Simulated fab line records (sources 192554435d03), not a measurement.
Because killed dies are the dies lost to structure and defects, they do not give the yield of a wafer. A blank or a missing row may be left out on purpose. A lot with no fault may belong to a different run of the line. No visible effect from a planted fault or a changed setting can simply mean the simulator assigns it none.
Chamber matching | flow n5-finfet | cvd-co-02 running N5_BEOL_M5_CO_CAP_78: 3 sister chambers
The step material Co, precursor CCTBA/H2, target thk 2 nm, time 102.1 s. 22 wafers are shown with their chamber, then 11 later ones without.

== WAFERS PAIRED WITH THEIR CHAMBERS ==
wafer  | chamber | heater-power-w (W)
L074.2 | 2       | 209
L074.5 | 1       | 276
L074.6 | 0       | 226
L076.1 | 1       | 278
L076.2 | 2       | 202
L076.4 | 2       | 204
L081.1 | 1       | 273
L081.3 | 0       | 228
L081.6 | 2       | 208
L082.1 | 0       | 228
L082.3 | 2       | 200
L082.4 | 0       | 223
L080.3 | 1       | 279
L080.5 | 0       | 227
L080.6 | 2       | 204
L083.1 | 2       | 207
L083.4 | 1       | 283
L083.6 | 0       | 230
L084.1 | 1       | 280
L084.2 | 0       | 226
L084.4 | 0       | 232
L087.2 | 1       | 277

SIGNATURES (means of the wafers above)
reading        | chamber 0 | chamber 1 | chamber 2 | scatter within a chamber
heater-power-w | 227.50    | 278.00    | 204.86    | 3.05
Rule: for each reading, subtract the chamber's mean from the wafer's reading, divide by that reading's scatter and square the result; add these up over the readings and take the root, which gives the wafer's distance from the chamber. The wafer belongs to the nearest chamber; if the next one is less than 2 further off, it can't be placed. The scatter is the square root of a quotient: the sum, over the shown wafers, of each reading's squared deviation from its chamber's mean, divided by wafers minus chambers.

== WAFERS MISSING THEIR CHAMBER ==
wafer  | heater-power-w (W)
L087.3 | 202
L087.5 | 211
L089.2 | 211
L089.4 | 208
L089.5 | 281
L096.1 | 267
L096.2 | 231
L096.3 | 207
L097.4 | 259
L097.5 | 231
L097.6 | 208

== WHICH CHAMBER EACH WENT THROUGH ==
wafer  | from the rows above | in truth
L087.3 | 2                   | 2
L087.5 | 2                   | 2
L089.2 | 2                   | 2
L089.4 | 2                   | 2
L089.5 | 1                   | 1
L096.1 | 1                   | 1
L096.2 | 0                   | 0
L096.3 | 2                   | 2
L097.4 | 1                   | 1
L097.5 | 0                   | 0
L097.6 | 2                   | 2
Placed correctly: 11 of 11. Left unplaced by these rows: 0. Placed wrongly: 0.
